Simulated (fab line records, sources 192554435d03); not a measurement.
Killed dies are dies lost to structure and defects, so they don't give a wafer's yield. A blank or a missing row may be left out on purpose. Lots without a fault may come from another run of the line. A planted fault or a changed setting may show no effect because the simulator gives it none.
Chamber matching | flow n5_finfet | N5_HKMG_FIN_ETCH_86 on rie_diel-04: 4 sister chambers
The step etches SOC in N2/H2, stops on TiN, target depth 393.2 nm. 4 wafers are shown with their chamber, then 12 later ones without.

WAFERS WITH THEIR CHAMBER
wafer  | chamber | drypump_motor_current_A (A)
L078.6 | 3       | 5.4
L082.3 | 2       | 5.9
L082.5 | 1       | 6.2
L082.6 | 0       | 6.1

WAFERS WITHOUT THEIR CHAMBER
wafer  | drypump_motor_current_A (A)
L084.3 | 6.0
L084.5 | 5.9
L084.6 | 6.2
L085.3 | 6.1
L085.4 | 6.3
L085.6 | 6.0
L096.1 | 6.0
L096.2 | 6.2
L096.3 | 5.5
L096.4 | 6.1
L096.5 | 5.5
L096.6 | 5.9

WHICH CHAMBER EACH WENT THROUGH
wafer  | from the rows above          | in truth
L084.3 | can't be placed: 0 or 2 or 1 | 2
L084.5 | 2                            | 2
L084.6 | can't be placed: 1 or 0      | 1
L085.3 | can't be placed: 0 or 1      | 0
L085.4 | can't be placed: 1 or 0      | 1
L085.6 | can't be placed: 0 or 2 or 1 | 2
L096.1 | can't be placed: 0 or 2 or 1 | 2
L096.2 | can't be placed: 1 or 0      | 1
L096.3 | 3                            | 3
L096.4 | can't be placed: 0 or 1      | 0
L096.5 | 3                            | 3
L096.6 | 2                            | 2
Placed correctly: 4 of 12. Can't be placed from these rows: 8 (the true chamber is among the candidates in 8). Placed wrongly: 0.
How it was worked out, from the rows above alone: a wafer's distance from a chamber is the root of the sum, over the readings, of the square of ((its reading less the chamber's mean) divided by the reading's scatter). The wafer belongs to the nearest chamber; if the next one is less than 2 further off, it can't be placed. A chamber's mean is the mean of its shown wafers. The scatter: with one shown wafer a chamber, the root of the mean of the squares of how far each hidden wafer lies from its nearest shown one.
